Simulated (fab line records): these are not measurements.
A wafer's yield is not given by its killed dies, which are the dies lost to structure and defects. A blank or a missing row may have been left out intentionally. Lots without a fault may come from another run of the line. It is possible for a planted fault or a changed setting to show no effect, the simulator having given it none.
Chamber matching | flow n5-finfet | rie-diel-01 running N5_BEOL_M6_DESCUM_16: 4 sister chambers
The step chemistry O2, time 7.9 s. 8 wafers are shown with their chamber, then 8 later ones without.

WAFERS PAIRED WITH THEIR CHAMBERS
wafer  | chamber | throttle-valve-pct (%) | showerhead-plenum-p-Torr (Torr)
L082.1 | 2       | 20.05                  | 2.22
L082.4 | 0       | 20.25                  | 2.14
L082.5 | 1       | 20.72                  | 2.01
L082.6 | 2       | 20.08                  | 2.22
L090.1 | 3       | 20.94                  | 2.20
L090.2 | 0       | 20.29                  | 2.13
L090.5 | 1       | 20.74                  | 2.00
L092.1 | 3       | 20.92                  | 2.20

WAFERS WHOSE CHAMBER IS MISSING
wafer  | throttle-valve-pct (%) | showerhead-plenum-p-Torr (Torr)
L092.3 | 20.28                  | 2.13
L092.6 | 20.92                  | 2.20
L097.1 | 20.76                  | 2.00
L097.2 | 20.94                  | 2.19
L097.3 | 20.12                  | 2.21
L097.4 | 20.96                  | 2.19
L097.5 | 20.76                  | 2.00
L097.6 | 20.12                  | 2.21

CHAMBER TAKEN BY EACH
wafer  | from the rows above | in truth
L092.3 | 0                   | 0
L092.6 | 3                   | 3
L097.1 | 1                   | 1
L097.2 | 3                   | 3
L097.3 | 2                   | 2
L097.4 | 3                   | 3
L097.5 | 1                   | 1
L097.6 | 2                   | 2
Correct placement for 8 of the 8. Number that these rows cannot place: 0. Placed wrongly: 0.
How it was worked out, from the rows above alone: a wafer's distance from a chamber is the root of the sum, over the readings, of the square of ((its reading less the chamber's mean) divided by the reading's scatter). The wafer belongs to the nearest chamber; if the next one is less than 2 further off, it can't be placed. Each chamber's mean is taken over the wafers shown for it. How the scatter is found: for the shown wafers, subtract from each reading the mean of its chamber, square and add these, divide the total by (wafers less chambers), then take the root.
